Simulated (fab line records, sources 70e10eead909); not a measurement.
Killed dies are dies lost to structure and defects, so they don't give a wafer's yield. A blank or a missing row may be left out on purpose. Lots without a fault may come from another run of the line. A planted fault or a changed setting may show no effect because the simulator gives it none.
Which tool did it? | flow nand_harc | 11 lots, 33 wafers sampled, at 6 steps of a route of 1302

WHAT THE GAUGES READ, wafer by wafer
NHARC_A_CHANNEL_HOLE_D2_INSPECT_40. Usual: raw_defect_count 287, standard deviation 78.
lot  | measured     | on                | raw_defect_count | flag
L267 | day 14 03:29 | defect_inspect-02 | 419 291 466      |
L268 | day 14 07:52 | defect_inspect-02 | 261 289 494      |
L273 | day 16 22:11 | defect_inspect-02 | 156 341 302      |
L274 | day 17 06:31 | defect_inspect-02 | 1213 1307 1272   | OFF
L277 | day 18 10:13 | defect_inspect-02 | 1196 998 1179    | OFF
L280 | day 19 13:11 | defect_inspect-01 | 173 251 191      |
L284 | day 21 02:23 | defect_inspect-01 | 376 224 279      |
L285 | day 21 04:32 | defect_inspect-01 | 252 379 270      |
L287 | day 22 13:14 | defect_inspect-02 | 271 186 177      |
L289 | day 23 04:28 | defect_inspect-01 | 178 218 292      |
L288 | day 23 05:32 | defect_inspect-01 | 202 141 162      |

NHARC_END_SORT_01. Usual: killed_at_array 53, standard deviation 18; killed_at_other 0.8, standard deviation 1.1; killed_at_periphery 4.1, standard deviation 2.7; killed_dies 58, standard deviation 18; killed_open 3.1, standard deviation 1.7; killed_short 2.7, standard deviation 1.7.
lot  | measured     | on        | killed_at_array | killed_at_other | killed_at_periphery | killed_dies | killed_open | killed_short | flag
L267 | day 26 00:04 | prober-01 | 67 35 62        | 0 1 1           | 9 1 4               | 76 37 67    | 1 2 4       | 2 1 0        |
L268 | day 26 07:42 | prober-02 | 30 39 48        | 3 4 3           | 5 9 6               | 38 52 57    | 3 3 7       | 4 3 5        |
L273 | day 28 03:37 | prober-02 | 32 17 21        | 0 1 1           | 3 9 5               | 35 27 27    | 1 4 2       | 4 2 1        |
L274 | day 28 10:03 | prober-01 | 180 105 153     | 0 0 0           | 2 5 2               | 182 110 155 | 3 4 2       | 3 4 6        | OFF
L277 | day 29 06:46 | prober-01 | 122 110 150     | 1 1 0           | 4 3 3               | 127 114 153 | 2 2 3       | 0 1 3        | OFF
L280 | day 30 02:23 | prober-02 | 37 51 40        | 0 0 0           | 0 2 0               | 37 53 40    | 2 3 2       | 2 6 1        |
L284 | day 32 19:56 | prober-01 | 37 29 35        | 0 0 1           | 3 5 2               | 40 34 38    | 4 3 3       | 1 3 5        |
L285 | day 32 08:52 | prober-01 | 89 71 70        | 1 0 0           | 5 1 4               | 95 72 74    | 1 4 3       | 0 2 1        |
L287 | day 33 02:50 | prober-02 | 51 46 45        | 3 2 3           | 1 4 3               | 55 52 51    | 2 5 2       | 2 4 3        |
L289 | day 34 09:50 | prober-02 | 72 90 72        | 0 1 2           | 5 3 4               | 77 94 78    | 1 2 4       | 2 4 4        |
L288 | day 34 13:45 | prober-01 | 35 44 39        | 0 0 0           | 1 10 6              | 36 54 45    | 2 4 3       | 4 6 2        |

WHICH TOOL RAN EACH LOT (tool, then ch and the chambers of the sampled wafers, then the start)
lot  | NHARC_A_CHANNEL_HOLE_D2_ETCH_26  | NHARC_A_CHANNEL_HOLE_D2_ETCH_44    | NHARC_A_CHANNEL_HOLE_D2_PRECLEAN_29 | NHARC_A_CHANNEL_FILL_D2_ALD_14
L267 | har_etch-02 ch 0,1, day 14 01:34 | rie_diel-09 ch 1,3, day 14 02:31   | wet_bench-03 ch 0,1,4, day 14 03:10 | ald_hk-01 ch 0,2,3, day 14 13:00
L268 | har_etch-01 ch 0,1, day 14 05:56 | rie_diel-03 ch 1,2,3, day 14 06:51 | wet_bench-05 ch 4,5,6, day 14 07:30 | ald_hk-03 ch 1,2,3, day 14 15:02
L273 | har_etch-01 ch 0,1, day 16 20:15 | rie_diel-09 ch 0,2,3, day 16 21:12 | wet_bench-06 ch 0,4,5, day 16 21:52 | ald_hk-04 ch 0,1,2, day 17 05:28
L274 | har_etch-01 ch 0,1, day 17 04:35 | rie_diel-09 ch 1,2,3, day 17 05:32 | wet_bench-06 ch 0,1,2, day 17 06:12 | ald_hk-01 ch 0,2,3, day 17 13:49
L277 | har_etch-02 ch 0,1, day 18 08:17 | rie_diel-03 ch 0,1, day 18 09:14   | wet_bench-06 ch 2,4,5, day 18 09:53 | ald_hk-04 ch 0,2,3, day 18 17:29
L280 | har_etch-01 ch 0,1, day 19 11:18 | rie_diel-09 ch 1,2, day 19 12:13   | wet_bench-03 ch 0,5,6, day 19 12:53 | ald_hk-01 ch 0,2, day 19 19:28
L284 | har_etch-02 ch 0,1, day 21 00:32 | rie_diel-03 ch 0,1,3, day 21 01:25 | wet_bench-06 ch 3,6,7, day 21 02:04 | ald_hk-03 ch 2,3, day 21 10:08
L285 | har_etch-01 ch 1, day 21 02:39   | rie_diel-09 ch 0,2, day 21 03:34   | wet_bench-03 ch 1,3,4, day 21 04:13 | ald_hk-03 ch 2,3, day 21 09:55
L287 | har_etch-02 ch 0,1, day 22 11:17 | rie_diel-02 ch 1,2,3, day 22 12:16 | wet_bench-03 ch 2,4,7, day 22 12:55 | ald_hk-03 ch 1,2, day 22 19:59
L289 | har_etch-01 ch 0, day 23 02:35   | rie_diel-03 ch 0,1, day 23 03:29   | wet_bench-06 ch 1,2,3, day 23 04:10 | ald_hk-01 ch 0,2,3, day 23 11:43
L288 | har_etch-02 ch 0,1, day 23 03:38 | rie_diel-09 ch 1,2,3, day 23 04:34 | wet_bench-03 ch 3,5,6, day 23 05:13 | ald_hk-03 ch 0,1, day 23 11:40
- NHARC_A_CHANNEL_HOLE_D2_ETCH_26: etches the open film in C4F8/O2/Ar, time 224.1 s, target depth 300 nm.
- NHARC_A_CHANNEL_HOLE_D2_ETCH_44: etches the open film in CF4/O2, target depth 140 nm, overetch 14 nm, time 77 s.
- NHARC_A_CHANNEL_HOLE_D2_PRECLEAN_29: cleans in SC1.
- NHARC_A_CHANNEL_FILL_D2_ALD_14: deposits SiO2, target thk 2.5 nm, pulse time 10 s, ald cycles 25.

WHAT THE TOOLS THEMSELVES READ (means of the sampled wafers that have a number; where no wafer has one, the mark that the record gives instead)
NHARC_A_CHANNEL_HOLE_D2_ETCH_26. Usual: c4f8_flow_sccm 11.40 sccm, standard deviation 0.032; drypump_motor_current_A 5.7 A, standard deviation 0.63; showerhead_plenum_p_Torr 3.71 Torr, standard deviation 0.19; throttle_valve_pct 24.582 %, standard deviation 0.01.
lot  | tool        | c4f8_flow_sccm (sccm) | drypump_motor_current_A (A) | showerhead_plenum_p_Torr (Torr) | throttle_valve_pct (%) | flag
L267 | har_etch-02 | 11.40                 | 6.1                         | 3.53                            | 24.589                 |
L268 | har_etch-01 | 11.40                 | 5.1                         | 3.64                            | 24.579                 |
L273 | har_etch-01 | 11.40                 | 5.1                         | 3.59                            | 24.588                 |
L274 | har_etch-01 | 11.37                 | 5.0                         | 3.58                            | 24.572                 |
L277 | har_etch-02 | 11.41                 | 6.4                         | 3.98                            | 24.584                 |
L280 | har_etch-01 | 11.38                 | 5.1                         | 3.56                            | 24.593                 |
L284 | har_etch-02 | 11.41                 | 6.2                         | 3.96                            | 24.580                 |
L285 | har_etch-01 | 11.41                 | 5.1                         | 3.61                            | 24.582                 |
L287 | har_etch-02 | 11.40                 | 6.2                         | 3.95                            | 24.593                 |
L289 | har_etch-01 | 11.33                 | 5.1                         | 3.51                            | 24.578                 |
L288 | har_etch-02 | 11.39                 | 6.4                         | 3.94                            | 24.589                 |

NHARC_A_CHANNEL_HOLE_D2_ETCH_44. Usual: bias_w 100.0 W, standard deviation 0.32; drypump_motor_current_A 5.6 A, standard deviation 0.49; oes_ar_750_au 1.000 a.u., standard deviation 0.0048; oes_product_au 0.999 a.u., standard deviation 0.01; rf_vpp_V 197.6 V, standard deviation 1.3; showerhead_plenum_p_Torr 1.32 Torr, standard deviation 0.046; throttle_valve_pct 13.398 %, standard deviation 0.0086.
lot  | tool        | bias_w (W) | drypump_motor_current_A (A) | oes_ar_750_au (a.u.) | oes_product_au (a.u.) | rf_vpp_V (V) | showerhead_plenum_p_Torr (Torr) | throttle_valve_pct (%) | flag
L267 | rie_diel-09 | 99.8       | 5.4                         | 0.996                | 0.991                 | 195.9        | 1.29                            | 13.402                 |
L268 | rie_diel-03 | 99.8       | 6.0                         | 1.003                | 0.989                 | 198.0        | 1.32                            | 13.394                 |
L273 | rie_diel-09 | 100.2      | 5.5                         | 1.002                | 0.999                 | 198.9        | 1.32                            | 13.386                 |
L274 | rie_diel-09 | 100.1      | 5.2                         | 1.001                | 1.003                 | 196.7        | 1.28                            | 13.393                 |
L277 | rie_diel-03 | 100.1      | 5.9                         | 0.999                | 0.997                 | 197.3        | 1.35                            | 13.395                 |
L280 | rie_diel-09 | 100.0      | 4.9                         | 0.997                | 1.007                 | 196.0        | 1.27                            | 13.405                 |
L284 | rie_diel-03 | 100.0      | 5.9                         | 1.002                | 0.986                 | 197.4        | 1.32                            | 13.403                 |
L285 | rie_diel-09 | 99.8       | 5.3                         | 1.001                | 1.002                 | 198.0        | 1.31                            | 13.398                 |
L287 | rie_diel-02 | 100.1      | 5.8                         | 0.997                | 0.994                 | 199.2        | 1.37                            | 13.403                 |
L289 | rie_diel-03 | 100.0      | 5.9                         | 0.998                | 0.997                 | 198.4        | 1.35                            | 13.399                 |
L288 | rie_diel-09 | 100.1      | 5.2                         | 1.007                | 0.995                 | 195.5        | 1.28                            | 13.398                 |

NHARC_A_CHANNEL_HOLE_D2_PRECLEAN_29. Usual: bath_guard_temp_C 50.0 C, standard deviation 0.57; bath_heat_duty_pct 7.3 %, standard deviation 0.77.
lot  | tool         | bath_guard_temp_C (C) | bath_heat_duty_pct (%) | flag
L267 | wet_bench-03 | 49.8                  | 8.0                    |
L268 | wet_bench-05 | 50.5                  | 6.0                    |
L273 | wet_bench-06 | 50.2                  | 6.9                    |
L274 | wet_bench-06 | 50.4                  | 7.5                    |
L277 | wet_bench-06 | 50.3                  | 7.2                    |
L280 | wet_bench-03 | 49.5                  | 7.4                    |
L284 | wet_bench-06 | 49.6                  | 7.0                    |
L285 | wet_bench-03 | 49.8                  | 7.5                    |
L287 | wet_bench-03 | 49.6                  | 7.1                    |
L289 | wet_bench-06 | 50.0                  | 7.2                    |
L288 | wet_bench-03 | 49.2                  | 7.6                    |

NHARC_A_CHANNEL_FILL_D2_ALD_14. Usual: heater_power_w 491 W, standard deviation 45; precursor_pulse_height_rel 1.001, standard deviation 0.021.
lot  | tool      | heater_power_w (W) | precursor_pulse_height_rel | flag
L267 | ald_hk-01 | 498                | 0.987                      |
L268 | ald_hk-03 | 568                | 0.986                      |
L273 | ald_hk-04 | 459                | 1.035                      |
L274 | ald_hk-01 | 503                | 1.007                      |
L277 | ald_hk-04 | 457                | 1.021                      |
L280 | ald_hk-01 | 511                | 0.986                      |
L284 | ald_hk-03 | 566                | 1.017                      |
L285 | ald_hk-03 | 520                | 1.007                      |
L287 | ald_hk-03 | 509                | 1.012                      |
L289 | ald_hk-01 | 525                | 1.004                      |
L288 | ald_hk-03 | 495                | 0.990                      |

THE ANSWER, worked out from the rows above alone
Rule: a lot is off if the mean of its wafers that have a number lies more than 3 standard deviations from the usual mean. A lot without any number at a reading at which 4 lots or more have one is off too. The other lots that the step has rows for count as sound. The gauges are gone through in route order, then the tools' own readings, and for those a lot's mean is taken as printed above. The first step at which some lot is off is used, and at that step the reading that is off furthest; a lot without a number counts as furthest.
Off: L274, L277, at NHARC_A_CHANNEL_HOLE_D2_INSPECT_40 (raw_defect_count).
A tool fits if, at a process step before that reading, it ran every lot that is off, and no sound lot after the first of them. The gauges at NHARC_A_CHANNEL_HOLE_D2_INSPECT_40 aren't tried: what is off there is off at NHARC_END_SORT_01 too, on other tools, and a gauge's error can't cause that. None of those tried fits.

WHAT THE SIMULATOR HAD PUT IN
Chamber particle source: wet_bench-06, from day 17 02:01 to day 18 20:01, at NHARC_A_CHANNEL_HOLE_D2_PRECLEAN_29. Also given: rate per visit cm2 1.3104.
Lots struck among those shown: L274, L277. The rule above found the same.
